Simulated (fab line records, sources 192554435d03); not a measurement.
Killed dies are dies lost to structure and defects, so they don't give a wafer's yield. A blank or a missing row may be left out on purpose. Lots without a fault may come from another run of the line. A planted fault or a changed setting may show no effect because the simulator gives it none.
Which tool did it? | flow n5_finfet | 24 lots, 72 wafers sampled, at 6 steps of a route of 1938

WHAT THE GAUGES READ, wafer by wafer
N5_BEOL_M6_CD_MEAS_18: pitch 80 nm, target cd 40 nm. Usual: cd_nm 40.0 nm, standard deviation 0.52.
lot  | measured     | on        | cd_nm (nm)     | flag
L074 | day 9 21:33  | cd_sem-03 | 40.4 39.3 39.8 |
L075 | day 10 01:27 | cd_sem-03 | 40.3 39.8 40.1 |
L077 | day 10 07:01 | cd_sem-03 | 40.6 40.4 40.5 |
L078 | day 10 22:35 | cd_sem-02 | 39.9 39.3 39.5 |
L076 | day 10 23:51 | cd_sem-03 | 39.9 40.2 39.8 |
L079 | day 11 01:55 | cd_sem-03 | 39.5 39.4 39.1 |
L080 | day 11 06:29 | cd_sem-03 | 39.8 39.6 40.6 |
L081 | day 11 10:08 | cd_sem-03 | 40.2 39.6 39.9 |
L082 | day 11 20:58 | cd_sem-03 | 40.9 40.6 40.6 |
L083 | day 12 02:34 | cd_sem-02 | 39.7 39.7 40.0 |
L084 | day 12 10:55 | cd_sem-03 | 40.8 40.7 41.6 |
L086 | day 12 11:29 | cd_sem-01 | 39.7 39.9 39.5 |
L085 | day 12 23:31 | cd_sem-03 | 39.4 39.7 39.4 |
L087 | day 13 02:20 | cd_sem-03 | 39.1 40.3 40.1 |
L088 | day 13 06:17 | cd_sem-03 | 39.8 39.1 39.2 |
L089 | day 13 10:40 | cd_sem-03 | 40.3 39.6 40.3 |
L090 | day 13 19:19 | cd_sem-01 | 40.3 40.0 40.7 |
L091 | day 14 05:36 | cd_sem-03 | 39.7 39.4 39.1 |
L092 | day 14 08:22 | cd_sem-02 | 39.4 40.2 39.7 |
L093 | day 14 14:58 | cd_sem-02 | 39.2 40.3 40.0 |
L094 | day 14 18:18 | cd_sem-03 | 40.2 40.3 39.6 |
L095 | day 14 21:57 | cd_sem-03 | 38.8 39.4 39.4 |
L096 | day 15 09:13 | cd_sem-02 | 39.9 40.0 40.0 |
L097 | day 15 22:05 | cd_sem-03 | 39.6 40.1 39.2 |

N5_BEOL_M6_INSPECT_30: inspects for defects (brightfield). Usual: raw_defect_count 399, standard deviation 87.
lot  | measured     | on                | raw_defect_count | flag
L074 | day 9 22:08  | defect_inspect-02 | 343 340 368      |
L075 | day 10 01:50 | defect_inspect-02 | 734 636 429      |
L077 | day 10 08:25 | defect_inspect-02 | 401 403 384      |
L078 | day 11 00:04 | defect_inspect-02 | 454 393 455      |
L076 | day 11 00:16 | defect_inspect-02 | 448 380 566      |
L079 | day 11 04:50 | defect_inspect-02 | 361 387 321      |
L080 | day 11 09:07 | defect_inspect-01 | 259 300 255      |
L081 | day 11 12:29 | defect_inspect-02 | 398 297 327      |
L082 | day 11 21:46 | defect_inspect-01 | 324 353 358      |
L083 | day 12 04:09 | defect_inspect-01 | 331 403 501      |
L084 | day 12 11:21 | defect_inspect-01 | 273 440 415      |
L086 | day 12 11:53 | defect_inspect-01 | 442 447 587      |
L085 | day 13 00:46 | defect_inspect-02 | 513 339 300      |
L087 | day 13 02:50 | defect_inspect-02 | 314 426 365      |
L088 | day 13 07:35 | defect_inspect-02 | 455 655 548      |
L089 | day 13 13:03 | defect_inspect-01 | 422 490 383      |
L090 | day 13 22:17 | defect_inspect-02 | 357 308 442      |
L091 | day 14 06:23 | defect_inspect-01 | 289 511 367      |
L092 | day 14 10:58 | defect_inspect-01 | 388 366 341      |
L093 | day 14 15:43 | defect_inspect-01 | 357 344 386      |
L094 | day 14 18:59 | defect_inspect-02 | 452 435 356      |
L095 | day 14 22:21 | defect_inspect-01 | 327 252 442      |
L096 | day 15 09:40 | defect_inspect-02 | 432 496 345      |
L097 | day 16 02:08 | defect_inspect-02 | 353 343 430      |

WHICH TOOL RAN EACH LOT (tool, then ch and the chambers of the sampled wafers, then the start)
lot  | N5_BEOL_M5_STRIP_36                | N5_BEOL_M5_ANNEAL_82         | N5_BEOL_M5_CMP_52             | N5_BEOL_M5_PRE_CLEAN_77
L074 | rie_diel-06 ch 0,1,3, day 9 11:19  | pvd_sputter-01, day 9 14:19  | cmp-01 ch 0,2,3, day 9 18:02  | cvd_co-01 ch 1,2, day 9 18:19
L075 | rie_diel-04 ch 2,3, day 9 14:56    | pvd_sputter-01, day 9 18:44  | cmp-03 ch 1,3, day 9 22:31    | cvd_co-02 ch 1,2, day 9 22:49
L077 | rie_diel-01 ch 0,2, day 9 20:23    | pvd_sputter-02, day 9 23:05  | cmp-04 ch 0,3, day 10 03:14   | cvd_co-01 ch 0,1,2, day 10 03:34
L078 | rie_diel-01 ch 0,1, day 10 13:26   | pvd_sputter-01, day 10 16:06 | cmp-03 ch 1,2, day 10 20:04   | cvd_co-02 ch 0,2, day 10 20:24
L076 | rie_diel-01 ch 0,1,2, day 10 13:59 | pvd_sputter-03, day 10 16:55 | cmp-01 ch 0,2,3, day 10 20:41 | cvd_co-01 ch 0,1,2, day 10 20:56
L079 | rie_diel-01 ch 0,1,3, day 10 14:25 | pvd_sputter-02, day 10 18:53 | cmp-03 ch 1,2,3, day 10 22:39 | cvd_co-02 ch 0,1, day 10 22:56
L080 | rie_diel-06 ch 0,2,3, day 10 20:37 | pvd_sputter-02, day 10 23:59 | cmp-01 ch 0,3, day 11 03:43   | cvd_co-01 ch 0,1, day 11 04:00
L081 | rie_diel-06 ch 0,1, day 10 23:31   | pvd_sputter-03, day 11 02:40 | cmp-03 ch 0,1,3, day 11 06:20 | cvd_co-01 ch 0,1,2, day 11 06:40
L082 | rie_diel-04 ch 1,2,3, day 11 10:02 | pvd_sputter-02, day 11 14:17 | cmp-03 ch 0,1,2, day 11 17:59 | cvd_co-02 ch 0,1,2, day 11 18:19
L083 | rie_diel-06 ch 0,2,3, day 11 15:55 | pvd_sputter-01, day 11 18:47 | cmp-04 ch 1,2,3, day 11 22:53 | cvd_co-01 ch 1,2, day 11 23:13
L084 | rie_diel-06 ch 1,3, day 11 22:23   | pvd_sputter-02, day 12 01:27 | cmp-03 ch 1,2, day 12 05:08   | cvd_co-01 ch 0,1, day 12 05:29
L086 | rie_diel-04 ch 0,1,2, day 11 22:35 | pvd_sputter-03, day 12 01:40 | cmp-01 ch 0,2,3, day 12 05:56 | cvd_co-02 ch 0,1,2, day 12 06:20
L085 | rie_diel-01 ch 1,2,3, day 12 10:28 | pvd_sputter-03, day 12 13:43 | cmp-03 ch 0,1, day 12 17:28   | cvd_co-01 ch 0,2, day 12 17:53
L087 | rie_diel-06 ch 0,1,2, day 12 15:44 | pvd_sputter-03, day 12 18:43 | cmp-03 ch 0,2,3, day 12 22:23 | cvd_co-02 ch 0,1,2, day 12 22:44
L088 | rie_diel-04 ch 0,1,3, day 12 21:22 | pvd_sputter-02, day 13 00:08 | cmp-01 ch 0,1, day 13 03:49   | cvd_co-01 ch 1,2, day 13 04:09
L089 | rie_diel-06 ch 0,2,3, day 13 00:43 | pvd_sputter-01, day 13 03:54 | cmp-04 ch 0,1,3, day 13 07:35 | cvd_co-01 ch 0,2, day 13 07:55
L090 | rie_diel-01 ch 0,2,3, day 13 08:58 | pvd_sputter-02, day 13 11:29 | cmp-03 ch 2,3, day 13 15:10   | cvd_co-01 ch 0,1,2, day 13 15:29
L091 | rie_diel-06 ch 0,1,3, day 13 18:56 | pvd_sputter-02, day 13 21:34 | cmp-03 ch 0,1,3, day 14 01:19 | cvd_co-01 ch 0,1,2, day 14 01:35
L092 | rie_diel-06 ch 2,3, day 13 22:14   | pvd_sputter-03, day 14 01:15 | cmp-04 ch 1,2, day 14 04:59   | cvd_co-02 ch 0,2, day 14 05:17
L093 | rie_diel-01 ch 0,1,3, day 14 04:19 | pvd_sputter-03, day 14 07:26 | cmp-01 ch 0,1, day 14 11:10   | cvd_co-01 ch 0,2, day 14 11:28
L094 | rie_diel-04 ch 1,2, day 14 06:40   | pvd_sputter-02, day 14 09:41 | cmp-01 ch 1,2,3, day 14 13:43 | cvd_co-01 ch 0,1, day 14 13:56
L095 | rie_diel-01 ch 2,3, day 14 11:06   | pvd_sputter-03, day 14 13:48 | cmp-04 ch 0,1,3, day 14 17:35 | cvd_co-01 ch 0,2, day 14 17:49
L096 | rie_diel-01 ch 0,1,2, day 14 22:40 | pvd_sputter-03, day 15 01:11 | cmp-04 ch 0,2,3, day 15 04:52 | cvd_co-02 ch 0,2, day 15 05:12
L097 | rie_diel-04 ch 0,1,2, day 15 10:55 | pvd_sputter-02, day 15 13:26 | cmp-04 ch 0,1,3, day 15 17:19 | cvd_co-02 ch 0,2, day 15 17:36
- N5_BEOL_M5_STRIP_36: strips in N2/H2.
- N5_BEOL_M5_ANNEAL_82: time 1800 s.
- N5_BEOL_M5_CMP_52: polishes, stops on SiCOH lowk, t overpolish 6.9 s, target thk 62 nm.
- N5_BEOL_M5_PRE_CLEAN_77: time 15 s.

WHAT THE TOOLS THEMSELVES READ (means of the sampled wafers that have a number; where no wafer has one, the mark that the record gives instead)
N5_BEOL_M5_STRIP_36. Usual: drypump_motor_current_A 5.8 A, standard deviation 0.64; oes_product_au 0.80 a.u., standard deviation 0.071; rf_vpp_V 59.3 V, standard deviation 1.7; showerhead_plenum_p_Torr 2.53 Torr, standard deviation 0.082; temp_c 40.00 C, standard deviation 0.1; throttle_valve_pct 23.70 %, standard deviation 0.22.
lot  | tool        | drypump_motor_current_A (A) | oes_product_au (a.u.) | rf_vpp_V (V) | showerhead_plenum_p_Torr (Torr) | temp_c (C) | throttle_valve_pct (%) | flag
L074 | rie_diel-06 | 5.4                         | 0.78                  | 59.5         | 2.51                            | 40.04      | 23.78                  |
L075 | rie_diel-04 | 6.1                         | 0.80                  | 60.3         | 2.49                            | 40.06      | 23.85                  |
L077 | rie_diel-01 | 5.1                         | 0.77                  | 57.6         | 2.48                            | 39.98      | 23.59                  |
L078 | rie_diel-01 | 6.4                         | 0.81                  | 58.3         | 2.56                            | 39.93      | 23.59                  |
L076 | rie_diel-01 | 5.6                         | 0.79                  | 59.3         | 2.52                            | 40.04      | 23.60                  |
L079 | rie_diel-01 | 5.9                         | 0.83                  | 59.7         | 2.54                            | 39.95      | 23.49                  |
L080 | rie_diel-06 | 6.0                         | 0.83                  | 59.4         | 2.53                            | 39.93      | 23.83                  |
L081 | rie_diel-06 | 5.3                         | 0.76                  | 59.4         | 2.54                            | 39.98      | 23.66                  |
L082 | rie_diel-04 | 6.0                         | 0.79                  | 59.6         | 2.55                            | 39.96      | 23.75                  |
L083 | rie_diel-06 | 6.0                         | 0.82                  | 60.3         | 2.53                            | 40.04      | 23.85                  |
L084 | rie_diel-06 | 5.0                         | 0.71                  | 58.2         | 2.47                            | 40.11      | 23.79                  |
L086 | rie_diel-04 | 5.8                         | 0.80                  | 60.0         | 2.59                            | 40.01      | 23.73                  |
L085 | rie_diel-01 | 5.7                         | 0.79                  | 59.3         | 2.49                            | 40.02      | 23.57                  |
L087 | rie_diel-06 | 5.9                         | 0.82                  | 59.3         | 2.55                            | 39.97      | 23.72                  |
L088 | rie_diel-04 | 5.7                         | 0.84                  | 60.7         | 2.64                            | 40.09      | 23.59                  |
L089 | rie_diel-06 | 6.0                         | 0.80                  | 59.9         | 2.52                            | 40.04      | 23.87                  |
L090 | rie_diel-01 | 5.2                         | 0.79                  | 58.9         | 2.48                            | 39.94      | 23.52                  |
L091 | rie_diel-06 | 5.4                         | 0.75                  | 58.1         | 2.49                            | 40.00      | 23.79                  |
L092 | rie_diel-06 | 6.1                         | 0.81                  | 58.2         | 2.52                            | 40.11      | 23.94                  |
L093 | rie_diel-01 | 5.9                         | 0.81                  | 61.8         | 2.53                            | 40.00      | 23.52                  |
L094 | rie_diel-04 | 6.1                         | 0.73                  | 60.7         | 2.50                            | 40.03      | 23.96                  |
L095 | rie_diel-01 | 5.1                         | 0.77                  | 59.4         | 2.44                            | 40.01      | 23.60                  |
L096 | rie_diel-01 | 5.7                         | 0.76                  | 59.6         | 2.51                            | 40.05      | 23.65                  |
L097 | rie_diel-04 | 5.8                         | 0.77                  | 58.5         | 2.58                            | 40.07      | 23.75                  |

N5_BEOL_M5_ANNEAL_82. Usual: heater_power_w 814 W, standard deviation 39.
lot  | tool           | heater_power_w (W) | flag
L074 | pvd_sputter-01 | 767                |
L075 | pvd_sputter-01 | 776                |
L077 | pvd_sputter-02 | 807                |
L078 | pvd_sputter-01 | 800                |
L076 | pvd_sputter-03 | 820                |
L079 | pvd_sputter-02 | 833                |
L080 | pvd_sputter-02 | 827                |
L081 | pvd_sputter-03 | 819                |
L082 | pvd_sputter-02 | 825                |
L083 | pvd_sputter-01 | 776                |
L084 | pvd_sputter-02 | 830                |
L086 | pvd_sputter-03 | 837                |
L085 | pvd_sputter-03 | 822                |
L087 | pvd_sputter-03 | 845                |
L088 | pvd_sputter-02 | 797                |
L089 | pvd_sputter-01 | 810                |
L090 | pvd_sputter-02 | 848                |
L091 | pvd_sputter-02 | 831                |
L092 | pvd_sputter-03 | 819                |
L093 | pvd_sputter-03 | 817                |
L094 | pvd_sputter-02 | 815                |
L095 | pvd_sputter-03 | 836                |
L096 | pvd_sputter-03 | 831                |
L097 | pvd_sputter-02 | 824                |

N5_BEOL_M5_CMP_52. Usual: barrier_field_endpoint_s 24.9 s, standard deviation 0.55; motor_current_A 6.1 A, standard deviation 0.52; overpolish_run_s 6.900 s, standard deviation 0.0093; slurry_flow_ml_min 150.0, standard deviation 0.46; time_to_endpoint_s 64.4 s, standard deviation 2.
lot  | tool   | barrier_field_endpoint_s (s) | motor_current_A (A) | overpolish_run_s (s) | slurry_flow_ml_min | time_to_endpoint_s (s) | flag
L074 | cmp-01 | 25.4                         | 6.1                 | 6.890                | 149.9              | 66.1                   |
L075 | cmp-03 | 24.2                         | 5.7                 | 6.898                | 150.2              | 62.6                   |
L077 | cmp-04 | 25.2                         | 6.5                 | 6.901                | 149.7              | 67.3                   |
L078 | cmp-03 | 25.6                         | 6.4                 | 6.906                | 149.7              | 65.6                   |
L076 | cmp-01 | 25.6                         | 6.2                 | 6.909                | 150.3              | 66.2                   |
L079 | cmp-03 | 24.9                         | 6.2                 | 6.905                | 149.5              | 62.9                   |
L080 | cmp-01 | 24.9                         | 6.3                 | 6.906                | 150.3              | 65.7                   |
L081 | cmp-03 | 24.5                         | 5.8                 | 6.902                | 150.2              | 62.4                   |
L082 | cmp-03 | 24.4                         | 6.1                 | 6.896                | 150.1              | 63.2                   |
L083 | cmp-04 | 25.4                         | 6.0                 | 6.910                | 150.0              | 64.6                   |
L084 | cmp-03 | 24.4                         | 5.8                 | 6.898                | 150.2              | 62.0                   |
L086 | cmp-01 | 25.0                         | 6.0                 | 6.898                | 150.0              | 64.6                   |
L085 | cmp-03 | 25.4                         | 5.9                 | 6.893                | 149.9              | 64.4                   |
L087 | cmp-03 | 25.1                         | 6.1                 | 6.913                | 150.2              | 64.8                   |
L088 | cmp-01 | 24.9                         | 6.2                 | 6.893                | 150.0              | 64.0                   |
L089 | cmp-04 | 24.6                         | 6.4                 | 6.897                | 149.6              | 63.8                   |
L090 | cmp-03 | 24.9                         | 6.0                 | 6.908                | 149.8              | 66.7                   |
L091 | cmp-03 | 25.1                         | 5.6                 | 6.908                | 150.1              | 65.5                   |
L092 | cmp-04 | 24.9                         | 5.5                 | 6.901                | 150.3              | 64.3                   |
L093 | cmp-01 | 24.2                         | 6.2                 | 6.903                | 149.5              | 63.9                   |
L094 | cmp-01 | 25.1                         | 6.3                 | 6.895                | 150.1              | 63.2                   |
L095 | cmp-04 | 25.1                         | 6.5                 | 6.898                | 150.0              | 64.7                   |
L096 | cmp-04 | 25.1                         | 5.9                 | 6.898                | 149.6              | 64.7                   |
L097 | cmp-04 | 24.4                         | 6.4                 | 6.897                | 149.8              | 62.5                   |

N5_BEOL_M5_PRE_CLEAN_77. Usual: heater_power_w 83 W, standard deviation 15.
lot  | tool      | heater_power_w (W) | flag
L074 | cvd_co-01 | 83                 |
L075 | cvd_co-02 | 96                 |
L077 | cvd_co-01 | 80                 |
L078 | cvd_co-02 | 76                 |
L076 | cvd_co-01 | 80                 |
L079 | cvd_co-02 | 78                 |
L080 | cvd_co-01 | 90                 |
L081 | cvd_co-01 | 80                 |
L082 | cvd_co-02 | 89                 |
L083 | cvd_co-01 | 82                 |
L084 | cvd_co-01 | 90                 |
L086 | cvd_co-02 | 86                 |
L085 | cvd_co-01 | 79                 |
L087 | cvd_co-02 | 88                 |
L088 | cvd_co-01 | 85                 |
L089 | cvd_co-01 | 69                 |
L090 | cvd_co-01 | 80                 |
L091 | cvd_co-01 | 81                 |
L092 | cvd_co-02 | 76                 |
L093 | cvd_co-01 | 80                 |
L094 | cvd_co-01 | 92                 |
L095 | cvd_co-01 | 79                 |
L096 | cvd_co-02 | 77                 |
L097 | cvd_co-02 | 77                 |

THE ANSWER, worked out from the rows above alone
Rule: a lot is off if the mean of its wafers that have a number lies more than 3 standard deviations from the usual mean. A lot without any number at a reading at which 4 lots or more have one is off too. The other lots that the step has rows for count as sound. The gauges are gone through in route order, then the tools' own readings, and for those a lot's mean is taken as printed above. The first step at which some lot is off is used, and at that step the reading that is off furthest; a lot without a number counts as furthest.
No lot is off at any reading shown: from this, nothing can be told.

WHAT THE SIMULATOR HAD PUT IN
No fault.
